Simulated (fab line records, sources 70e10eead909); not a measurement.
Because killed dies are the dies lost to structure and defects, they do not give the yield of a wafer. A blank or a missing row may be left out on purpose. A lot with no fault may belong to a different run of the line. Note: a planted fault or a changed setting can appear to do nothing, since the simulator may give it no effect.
Which tool is to blame?    flow nand harc    15 lots, 45 wafers sampled, at 1 step of a route of 1302

## WHAT THE GAUGES READ, wafer by wafer
NHARC_P_CONTACT_INSPECT_27. Usual: 297 for raw defect count, sd 110.
lot   measured      on                 raw defect count  flag
L480  day 6 10:21   defect inspect-01  235 347 284       
L482  day 6 16:02   defect inspect-02  113 115 198       
L484  day 7 17:18   defect inspect-02  167 185 145       
L486  day 8 11:26   defect inspect-02  254 223 141       
L487  day 9 00:24   defect inspect-01  275 238 226       
L488  day 9 06:25   defect inspect-01  260 250 271       
L489  day 9 15:03   defect inspect-02  275 519 449       
L492  day 10 18:21  defect inspect-01  487 396 633       
L493  day 11 14:31  defect inspect-01  372 415 332       
L497  day 13 01:08  defect inspect-02  236 362 543       
L499  day 14 00:59  defect inspect-01  346 242 316       
L500  day 14 07:23  defect inspect-02  211 233 182       
L501  day 14 14:20  defect inspect-01  275 255 267       
L502  day 15 01:48  defect inspect-01  217 341 232       
L503  day 15 18:09  defect inspect-02  452 281 581       

## EACH LOT AND THE TOOL THAT RAN IT (in order: tool; ch and the chambers of the sampled wafers; start)
Record: no process step prior to these readings.

## AS READ BY THE TOOLS THEMSELVES (means over the sampled wafers that have a number; for cases with no such wafer, the mark the record gives instead)
The record holds no such reading with a usual standard deviation.

## THE ANSWER, worked out from the rows above alone
Rule: lot off if the mean of its wafers having a number is beyond 3 standard deviations from the usual mean. Also off: a lot with no number at a reading for which 4 or more lots have one. The other lots that the step has rows for count as sound. After the gauges, taken in route order, come the tools' own readings; for these a lot's mean is taken, as printed above. At the first step where some lot is off, the reading lying furthest off is the one used; lots without a number count as furthest.
No lot is off on any of the readings shown, so nothing can be concluded from this.

## WHAT WAS PUT IN BY THE SIMULATOR
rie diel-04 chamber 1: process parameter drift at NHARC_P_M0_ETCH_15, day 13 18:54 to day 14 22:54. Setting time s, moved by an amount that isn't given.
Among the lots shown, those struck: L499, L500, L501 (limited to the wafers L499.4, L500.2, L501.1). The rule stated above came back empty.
